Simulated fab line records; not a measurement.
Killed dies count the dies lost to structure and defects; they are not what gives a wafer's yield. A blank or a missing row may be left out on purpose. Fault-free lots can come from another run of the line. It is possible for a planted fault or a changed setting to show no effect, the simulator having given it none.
Which tool is to blame? || flow nandHarc || 39 wafers from 13 lots sampled at 5 of the route's 1159 steps

== WHAT EACH GAUGE READ, for each wafer ==
NHARC_A_ONON_D1_THK_MEAS_08: measures by ellipsometry.
{"lot": "L475", "measured": "day 8 04:38", "on": "filmMetro-01", "thkNm (nm)": "997 999 998"}
{"lot": "L476", "measured": "day 8 04:38", "on": "filmMetro-02", "thkNm (nm)": "1018 1020 1021"}
{"lot": "L478", "measured": "day 8 14:43", "on": "filmMetro-01", "thkNm (nm)": "1008 1004 1005"}
{"lot": "L480", "measured": "day 8 20:19", "on": "filmMetro-01", "thkNm (nm)": "1004 1004 1005"}
{"lot": "L479", "measured": "day 8 20:17", "on": "filmMetro-02", "thkNm (nm)": "981 981 981"}
{"lot": "L483", "measured": "day 9 17:59", "on": "filmMetro-02", "thkNm (nm)": "270 270 270"}
{"lot": "L484", "measured": "day 10 06:16", "on": "filmMetro-02", "thkNm (nm)": "1011 1011 1011"}
{"lot": "L485", "measured": "day 10 06:16", "on": "filmMetro-02", "thkNm (nm)": "293 295 294"}
{"lot": "L487", "measured": "day 10 17:11", "on": "filmMetro-01", "thkNm (nm)": "984 985 985"}
{"lot": "L490", "measured": "day 11 19:24", "on": "filmMetro-01", "thkNm (nm)": "995 994 993"}
{"lot": "L491", "measured": "day 11 19:16", "on": "filmMetro-02", "thkNm (nm)": "995 994 994"}
{"lot": "L494", "measured": "day 12 09:25", "on": "filmMetro-02", "thkNm (nm)": "1017 1017 1017"}
{"lot": "L497", "measured": "day 13 16:59", "on": "filmMetro-02", "thkNm (nm)": "1008 1007 1008"}

NHARC_END_SORT_01.
{"lot": "L483", "measured": "day 22 00:25", "on": "prober-01", "killedAtArray": "673 672 671", "killedAtOther": "0 1 1", "killedAtPeriphery": "4 4 5", "killedDies": "677 677 677", "killedOpen": "2 3 2", "killedShort": "0 3 2"}
{"lot": "L485", "measured": "day 22 04:19", "on": "prober-02", "killedAtArray": "675 673 675", "killedAtOther": "0 0 0", "killedAtPeriphery": "2 4 2", "killedDies": "677 677 677", "killedOpen": "3 6 3", "killedShort": "4 2 2"}

== WHAT TOOL EACH LOT RAN ON (gives the tool, then ch and the chambers of the sampled wafers, and finally the start) ==
{"lot": "L475", "NHARC_P_BONDPAD_ETCH_24": "rieDiel-11 ch 0,1,2, day 7 01:37 or earlier", "NHARC_P_BONDPAD_ANNEAL_28": "rtpAnneal-02 ch 0, day 7 01:37", "NHARC_A_ONON_D1_DEP_06": "pecvdOnon-01 ch 0, day 8 04:14"}
{"lot": "L476", "NHARC_P_BONDPAD_ETCH_24": "rieDiel-08 ch 0,2,3, day 7 01:41 or earlier", "NHARC_P_BONDPAD_ANNEAL_28": "rtpAnneal-01 ch 0, day 7 01:41", "NHARC_A_ONON_D1_DEP_06": "pecvdOnon-03 ch 0, day 8 04:11"}
{"lot": "L478", "NHARC_P_BONDPAD_ETCH_24": "rieDiel-08 ch 1,2,3, day 7 12:56 or earlier", "NHARC_P_BONDPAD_ANNEAL_28": "rtpAnneal-01 ch 0, day 7 12:56", "NHARC_A_ONON_D1_DEP_06": "pecvdOnon-03 ch 0, day 8 14:13"}
{"lot": "L480", "NHARC_P_BONDPAD_ETCH_24": "rieDiel-02 ch 0,1, day 7 18:05 or earlier", "NHARC_P_BONDPAD_ANNEAL_28": "rtpAnneal-01 ch 0, day 7 18:05", "NHARC_A_ONON_D1_DEP_06": "pecvdOnon-01 ch 0, day 8 19:49"}
{"lot": "L479", "NHARC_P_BONDPAD_ETCH_24": "rieDiel-02 ch 0,3, day 7 18:35 or earlier", "NHARC_P_BONDPAD_ANNEAL_28": "rtpAnneal-02 ch 0, day 7 18:35", "NHARC_A_ONON_D1_DEP_06": "pecvdOnon-02 ch 0, day 8 19:47"}
{"lot": "L483", "NHARC_P_BONDPAD_ETCH_24": "rieDiel-11 ch 0,2,3, day 8 15:25 or earlier", "NHARC_P_BONDPAD_ANNEAL_28": "rtpAnneal-01 ch 0, day 8 15:25", "NHARC_A_ONON_D1_DEP_06": "pecvdOnon-03 ch 0, day 9 17:29"}
{"lot": "L484", "NHARC_P_BONDPAD_ETCH_24": "rieDiel-08 ch 0,3, day 9 04:46 or earlier", "NHARC_P_BONDPAD_ANNEAL_28": "rtpAnneal-01 ch 0, day 9 04:46", "NHARC_A_ONON_D1_DEP_06": "pecvdOnon-01 ch 0, day 10 05:44"}
{"lot": "L485", "NHARC_P_BONDPAD_ETCH_24": "rieDiel-02 ch 0,1, day 9 06:19 or earlier", "NHARC_P_BONDPAD_ANNEAL_28": "rtpAnneal-02 ch 0, day 9 06:19", "NHARC_A_ONON_D1_DEP_06": "pecvdOnon-03 ch 0, day 10 05:47"}
{"lot": "L487", "NHARC_P_BONDPAD_ETCH_24": "rieDiel-08 ch 0,1, day 9 15:21 or earlier", "NHARC_P_BONDPAD_ANNEAL_28": "rtpAnneal-02 ch 0, day 9 15:21", "NHARC_A_ONON_D1_DEP_06": "pecvdOnon-02 ch 0, day 10 16:47"}
{"lot": "L490", "NHARC_P_BONDPAD_ETCH_24": "rieDiel-08 ch 0,2,3, day 10 16:06", "NHARC_P_BONDPAD_ANNEAL_28": "rtpAnneal-02 ch 0, day 10 17:17", "NHARC_A_ONON_D1_DEP_06": "pecvdOnon-01 ch 0, day 11 18:57"}
{"lot": "L491", "NHARC_P_BONDPAD_ETCH_24": "rieDiel-08 ch 1,3, day 10 18:31 or earlier", "NHARC_P_BONDPAD_ANNEAL_28": "rtpAnneal-01 ch 0, day 10 18:31", "NHARC_A_ONON_D1_DEP_06": "pecvdOnon-02 ch 0, day 11 18:52"}
{"lot": "L494", "NHARC_P_BONDPAD_ETCH_24": "rieDiel-08 ch 1,2,3, day 11 04:16 or earlier", "NHARC_P_BONDPAD_ANNEAL_28": "rtpAnneal-02 ch 0, day 11 04:16", "NHARC_A_ONON_D1_DEP_06": "pecvdOnon-02 ch 0, day 12 08:54"}
{"lot": "L497", "NHARC_P_BONDPAD_ETCH_24": "rieDiel-11 ch 0,1, day 12 12:21 or earlier", "NHARC_P_BONDPAD_ANNEAL_28": "rtpAnneal-01 ch 0, day 12 12:21", "NHARC_A_ONON_D1_DEP_06": "pecvdOnon-01 ch 0, day 13 16:29"}
- NHARC_P_BONDPAD_ETCH_24: etches the open film in CF4/N2, target depth 30 nm, time 72.99 s.
- NHARC_P_BONDPAD_ANNEAL_28: time 90 s.
- NHARC_A_ONON_D1_DEP_06: target thk 1000 nm.

== AS READ BY THE TOOLS THEMSELVES (means over the sampled wafers that have a number; for cases with no such wafer, the mark the record gives instead) ==
NHARC_P_BONDPAD_ETCH_24.
{"lot": "L475", "tool": "rieDiel-11", "chamberPressureMTorr (mTorr)": 30.01, "drypumpMotorCurrentA (A)": 5.9, "mfcArSccm (sccm)": 149.9, "oesProductAu (a.u.)": 1.003, "rfFwdPowerW (W)": 296.9, "rfVppV (V)": 311.6, "showerheadPlenumPTorr (Torr)": 2.52, "throttleValvePct (%)": 19.796}
{"lot": "L476", "tool": "rieDiel-08", "chamberPressureMTorr (mTorr)": 30.03, "drypumpMotorCurrentA (A)": 5.8, "mfcArSccm (sccm)": 149.9, "oesProductAu (a.u.)": 0.999, "rfFwdPowerW (W)": 298.5, "rfVppV (V)": 312.8, "showerheadPlenumPTorr (Torr)": 2.56, "throttleValvePct (%)": 19.792}
{"lot": "L478", "tool": "rieDiel-08", "chamberPressureMTorr (mTorr)": 30.02, "drypumpMotorCurrentA (A)": 5.5, "mfcArSccm (sccm)": 150.2, "oesProductAu (a.u.)": 1.001, "rfFwdPowerW (W)": 297.6, "rfVppV (V)": 313.2, "showerheadPlenumPTorr (Torr)": 2.57, "throttleValvePct (%)": 19.786}
{"lot": "L480", "tool": "rieDiel-02", "chamberPressureMTorr (mTorr)": 30.01, "drypumpMotorCurrentA (A)": 5.7, "mfcArSccm (sccm)": 149.7, "oesProductAu (a.u.)": 1.011, "rfFwdPowerW (W)": 296.6, "rfVppV (V)": 313.2, "showerheadPlenumPTorr (Torr)": 2.56, "throttleValvePct (%)": 19.800}
{"lot": "L479", "tool": "rieDiel-02", "chamberPressureMTorr (mTorr)": 29.99, "drypumpMotorCurrentA (A)": 5.5, "mfcArSccm (sccm)": 150.0, "oesProductAu (a.u.)": 1.012, "rfFwdPowerW (W)": 298.1, "rfVppV (V)": 312.5, "showerheadPlenumPTorr (Torr)": 2.60, "throttleValvePct (%)": 19.787}
{"lot": "L483", "tool": "rieDiel-11", "chamberPressureMTorr (mTorr)": 30.00, "drypumpMotorCurrentA (A)": 5.8, "mfcArSccm (sccm)": 150.3, "oesProductAu (a.u.)": 1.006, "rfFwdPowerW (W)": 297.2, "rfVppV (V)": 313.6, "showerheadPlenumPTorr (Torr)": 2.59, "throttleValvePct (%)": 19.792}
{"lot": "L484", "tool": "rieDiel-08", "chamberPressureMTorr (mTorr)": 30.03, "drypumpMotorCurrentA (A)": 6.2, "mfcArSccm (sccm)": 149.7, "oesProductAu (a.u.)": 0.995, "rfFwdPowerW (W)": 298.3, "rfVppV (V)": 314.6, "showerheadPlenumPTorr (Torr)": 2.65, "throttleValvePct (%)": 19.790}
{"lot": "L485", "tool": "rieDiel-02", "chamberPressureMTorr (mTorr)": 29.98, "drypumpMotorCurrentA (A)": 5.4, "mfcArSccm (sccm)": 149.8, "oesProductAu (a.u.)": 1.003, "rfFwdPowerW (W)": 297.6, "rfVppV (V)": 312.4, "showerheadPlenumPTorr (Torr)": 2.50, "throttleValvePct (%)": 19.799}
{"lot": "L487", "tool": "rieDiel-08", "chamberPressureMTorr (mTorr)": 30.00, "drypumpMotorCurrentA (A)": 6.1, "mfcArSccm (sccm)": 150.3, "oesProductAu (a.u.)": 0.996, "rfFwdPowerW (W)": 296.9, "rfVppV (V)": 316.6, "showerheadPlenumPTorr (Torr)": 2.75, "throttleValvePct (%)": 19.797}
{"lot": "L490", "tool": "rieDiel-08", "chamberPressureMTorr (mTorr)": 30.01, "drypumpMotorCurrentA (A)": 5.8, "mfcArSccm (sccm)": 149.5, "oesProductAu (a.u.)": 0.998, "rfFwdPowerW (W)": 299.0, "rfVppV (V)": 313.3, "showerheadPlenumPTorr (Torr)": 2.55, "throttleValvePct (%)": 19.808}
{"lot": "L491", "tool": "rieDiel-08", "chamberPressureMTorr (mTorr)": 30.00, "drypumpMotorCurrentA (A)": 5.5, "mfcArSccm (sccm)": 150.3, "oesProductAu (a.u.)": 1.004, "rfFwdPowerW (W)": 297.8, "rfVppV (V)": 313.5, "showerheadPlenumPTorr (Torr)": 2.58, "throttleValvePct (%)": 19.798}
{"lot": "L494", "tool": "rieDiel-08", "chamberPressureMTorr (mTorr)": 29.97, "drypumpMotorCurrentA (A)": 5.5, "mfcArSccm (sccm)": 150.0, "oesProductAu (a.u.)": 0.999, "rfFwdPowerW (W)": 298.3, "rfVppV (V)": 312.8, "showerheadPlenumPTorr (Torr)": 2.57, "throttleValvePct (%)": 19.788}
{"lot": "L497", "tool": "rieDiel-11", "chamberPressureMTorr (mTorr)": 29.99, "drypumpMotorCurrentA (A)": 5.8, "mfcArSccm (sccm)": 150.0, "oesProductAu (a.u.)": 0.997, "rfFwdPowerW (W)": 296.9, "rfVppV (V)": 311.2, "showerheadPlenumPTorr (Torr)": 2.49, "throttleValvePct (%)": 19.797}

NHARC_P_BONDPAD_ANNEAL_28.
{"lot": "L475", "tool": "rtpAnneal-02", "wafer_temp_C_max": 226.35}
{"lot": "L476", "tool": "rtpAnneal-01", "wafer_temp_C_max": 226.53}
{"lot": "L478", "tool": "rtpAnneal-01", "wafer_temp_C_max": 226.26}
{"lot": "L480", "tool": "rtpAnneal-01", "wafer_temp_C_max": 226.46}
{"lot": "L479", "tool": "rtpAnneal-02", "wafer_temp_C_max": 226.14}
{"lot": "L483", "tool": "rtpAnneal-01", "wafer_temp_C_max": 226.30}
{"lot": "L484", "tool": "rtpAnneal-01", "wafer_temp_C_max": 226.32}
{"lot": "L485", "tool": "rtpAnneal-02", "wafer_temp_C_max": 226.32}
{"lot": "L487", "tool": "rtpAnneal-02", "wafer_temp_C_max": 226.22}
{"lot": "L490", "tool": "rtpAnneal-02", "wafer_temp_C_max": 226.24}
{"lot": "L491", "tool": "rtpAnneal-01", "wafer_temp_C_max": 226.35}
{"lot": "L494", "tool": "rtpAnneal-02", "wafer_temp_C_max": 226.16}
{"lot": "L497", "tool": "rtpAnneal-01", "wafer_temp_C_max": 226.51}

NHARC_A_ONON_D1_DEP_06.
{"lot": "L475", "tool": "pecvdOnon-01", "n2oFlowSccm (sccm)": 2001}
{"lot": "L476", "tool": "pecvdOnon-03", "n2oFlowSccm (sccm)": 2002}
{"lot": "L478", "tool": "pecvdOnon-03", "n2oFlowSccm (sccm)": 1997}
{"lot": "L480", "tool": "pecvdOnon-01", "n2oFlowSccm (sccm)": 1992}
{"lot": "L479", "tool": "pecvdOnon-02", "n2oFlowSccm (sccm)": 1993}
{"lot": "L483", "tool": "pecvdOnon-03", "n2oFlowSccm (sccm)": 1999}
{"lot": "L484", "tool": "pecvdOnon-01", "n2oFlowSccm (sccm)": 2000}
{"lot": "L485", "tool": "pecvdOnon-03", "n2oFlowSccm (sccm)": 1998}
{"lot": "L487", "tool": "pecvdOnon-02", "n2oFlowSccm (sccm)": 1996}
{"lot": "L490", "tool": "pecvdOnon-01", "n2oFlowSccm (sccm)": 1997}
{"lot": "L491", "tool": "pecvdOnon-02", "n2oFlowSccm (sccm)": 2007}
{"lot": "L494", "tool": "pecvdOnon-02", "n2oFlowSccm (sccm)": 2004}
{"lot": "L497", "tool": "pecvdOnon-01", "n2oFlowSccm (sccm)": 1999}

== THE ANSWER, worked out from the rows above alone ==
Rule: the usual values come from the lots themselves. The widest of any qualifying gaps counts: lots, ordered by their means at a reading, are off when they make up no more than a third of the lots, leave a main group of 4 or more, and stand apart from it by 3 or more times the standard deviation of that group's means. A main group whose means are all the same, to the digits that the tables above print for the reading, isn't used. Also off: a lot with no number at a reading for which 4 or more lots have one. All remaining lots with rows at the step are treated as sound. First the gauges in route order, then the tools' own readings, where a lot's mean is used as printed above. At the first step where some lot is off, the reading lying furthest off is the one used; lots without a number count as furthest.
Off, at NHARC_A_ONON_D1_THK_MEAS_08 on thkNm: L483, L485. Main group: mean 1002 nm, sd 12.
A tool fits if, at a process step before that reading, it ran every lot that is off, and no sound lot after the first of them. Gauges at NHARC_A_ONON_D1_THK_MEAS_08: tried the same way as those tools. Because NHARC_P_BONDPAD_ETCH_24 lacks a start for some lots, the hours and order of its lots are taken from NHARC_P_BONDPAD_ANNEAL_28. One fits: NHARC_A_ONON_D1_DEP_06 on pecvdOnon-03. A fault onset in the window from L478 (day 8 14:13, its last sound lot) to L483 (day 9 17:29, its first lot off) fits.

== WHAT HAD BEEN PUT IN BY THE SIMULATOR ==
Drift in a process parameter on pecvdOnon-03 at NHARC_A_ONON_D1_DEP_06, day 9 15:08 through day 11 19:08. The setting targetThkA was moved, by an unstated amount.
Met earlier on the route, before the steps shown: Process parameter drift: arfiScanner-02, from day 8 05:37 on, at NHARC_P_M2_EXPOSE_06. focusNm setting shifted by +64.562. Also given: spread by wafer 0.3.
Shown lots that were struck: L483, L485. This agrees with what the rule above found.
